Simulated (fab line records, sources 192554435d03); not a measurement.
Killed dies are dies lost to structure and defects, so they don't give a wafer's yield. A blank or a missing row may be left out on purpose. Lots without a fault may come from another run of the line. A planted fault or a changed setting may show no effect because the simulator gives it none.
Chamber matching | flow n5_finfet | N5_BEOL_M2_ETCH_63 on rie_diel-06: 4 sister chambers
The step etches SiARC in CF4, target depth 15.6 nm, time 26 s. 16 wafers are shown with their chamber, then 8 later ones without.

WAFERS WITH THEIR CHAMBER
wafer  | chamber | drypump_motor_current_A (A) | showerhead_plenum_p_Torr (Torr) | throttle_valve_pct (%)
L077.2 | 2       | 6.4                         | 2.28                            | 15.37
L077.3 | 1       | 5.5                         | 2.19                            | 15.99
L077.5 | 3       | 5.7                         | 2.11                            | 15.64
L082.1 | 2       | 6.4                         | 2.28                            | 15.38
L082.2 | 0       | 4.8                         | 2.09                            | 15.38
L082.3 | 1       | 5.5                         | 2.19                            | 15.99
L084.2 | 2       | 6.4                         | 2.27                            | 15.39
L084.3 | 1       | 5.5                         | 2.18                            | 16.02
L084.4 | 0       | 4.8                         | 2.08                            | 15.42
L086.2 | 1       | 5.5                         | 2.18                            | 16.01
L086.4 | 0       | 4.9                         | 2.08                            | 15.40
L086.5 | 2       | 6.4                         | 2.27                            | 15.40
L087.2 | 3       | 5.7                         | 2.10                            | 15.15
L087.3 | 2       | 6.4                         | 2.27                            | 15.42
L087.6 | 3       | 5.7                         | 2.10                            | 15.15
L090.3 | 3       | 5.7                         | 2.10                            | 15.15

SIGNATURES (means of the wafers above)
reading                  | chamber 0 | chamber 1 | chamber 2 | chamber 3 | scatter within a chamber
drypump_motor_current_A  | 4.833     | 5.500     | 6.400     | 5.700     | 0.0236
showerhead_plenum_p_Torr | 2.0833    | 2.1850    | 2.2740    | 2.1025    | 0.00549
throttle_valve_pct       | 15.4000   | 16.0025   | 15.3920   | 15.2725   | 0.124
Rule: a wafer's distance from a chamber is the root of the sum, over the readings, of the square of ((its reading less the chamber's mean) divided by the reading's scatter). The wafer belongs to the nearest chamber; if the next one is less than 2 further off, it can't be placed. The scatter: the root of (the sum of the squares of (reading less its chamber's mean) over the shown wafers, divided by (wafers less chambers)).

WAFERS WITHOUT THEIR CHAMBER
wafer  | drypump_motor_current_A (A) | showerhead_plenum_p_Torr (Torr) | throttle_valve_pct (%)
L090.4 | 5.7                         | 2.10                            | 15.16
L090.6 | 4.8                         | 2.08                            | 15.43
L093.1 | 5.7                         | 2.10                            | 15.19
L093.2 | 6.4                         | 2.26                            | 15.44
L093.6 | 6.4                         | 2.26                            | 15.44
L096.1 | 5.7                         | 2.09                            | 15.20
L096.2 | 5.6                         | 2.18                            | 15.48
L096.5 | 5.5                         | 2.18                            | 15.48

WHICH CHAMBER EACH WENT THROUGH
wafer  | from the rows above | in truth
L090.4 | 3                   | 3
L090.6 | 0                   | 0
L093.1 | 3                   | 3
L093.2 | 2                   | 2
L093.6 | 2                   | 2
L096.1 | 3                   | 3
L096.2 | 1                   | 1
L096.5 | 1                   | 1
Placed correctly: 8 of 8. Can't be placed from these rows: 0. Placed wrongly: 0.
